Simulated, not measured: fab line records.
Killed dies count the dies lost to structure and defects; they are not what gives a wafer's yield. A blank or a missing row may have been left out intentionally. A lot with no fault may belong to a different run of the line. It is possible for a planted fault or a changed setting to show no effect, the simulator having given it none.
Chamber matching    flow nand-harc    pecvd-03 running NHARC_A_STAIRCASE_DEP_301: 3 sister chambers
The step deposits SiON, target thk 30 nm. 30 wafers are shown with their chamber, then 12 later ones without.

WAFERS WITH THEIR CHAMBER
wafer   chamber  heater-power-w (W)
L075.4  2        812
L075.5  0        729
L075.6  1        529
L076.1  2        953
L076.4  0        775
L076.6  2        961
L079.1  1        630
L079.2  2        868
L079.5  2        867
L082.3  2        952
L082.4  1        662
L082.5  2        960
L083.2  2        925
L083.3  1        648
L083.5  0        773
L084.1  0        768
L084.2  2        811
L084.6  1        667
L086.1  2        892
L086.2  1        684
L086.6  2        890
L090.2  0        748
L090.3  1        629
L090.6  1        652
L092.3  2        918
L092.5  1        605
L092.6  2        924
L094.2  0        695
L094.3  1        669
L094.5  2        852

SIGNATURES (means of the wafers above)
reading         chamber 0  chamber 1  chamber 2  scatter within a chamber
heater-power-w  748.00     637.50     898.93     46.1
Rule: for a wafer and a chamber, the distance is found by dividing, reading by reading, the gap between the wafer's reading and the chamber's mean by the reading's scatter, squaring, summing and taking the root. If the next closest chamber is less than 2 further off than the closest, the wafer can't be placed; otherwise it belongs to the closest. How the scatter is found: for the shown wafers, subtract from each reading the mean of its chamber, square and add these, divide the total by (wafers less chambers), then take the root.

WAFERS WHOSE CHAMBER IS MISSING
wafer   heater-power-w (W)
L093.2  665
L093.4  759
L093.5  657
L095.1  679
L095.3  879
L095.5  892
L097.1  913
L097.5  712
L097.6  934
L096.3  814
L096.5  802
L096.6  790

EACH ONE'S CHAMBER
wafer   from the rows above      in truth
L093.2  can't be placed: 1 or 0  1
L093.4  0                        0
L093.5  can't be placed: 1 or 0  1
L095.1  can't be placed: 1 or 0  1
L095.3  2                        2
L095.5  2                        2
L097.1  2                        2
L097.5  can't be placed: 0 or 1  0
L097.6  2                        2
L096.3  can't be placed: 0 or 2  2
L096.5  can't be placed: 0 or 2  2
L096.6  can't be placed: 0 or 2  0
Correctly placed: 5 of 12. Cannot be placed on the basis of these rows: 7; the candidates contain the true chamber in 7. Placed wrongly: 0.
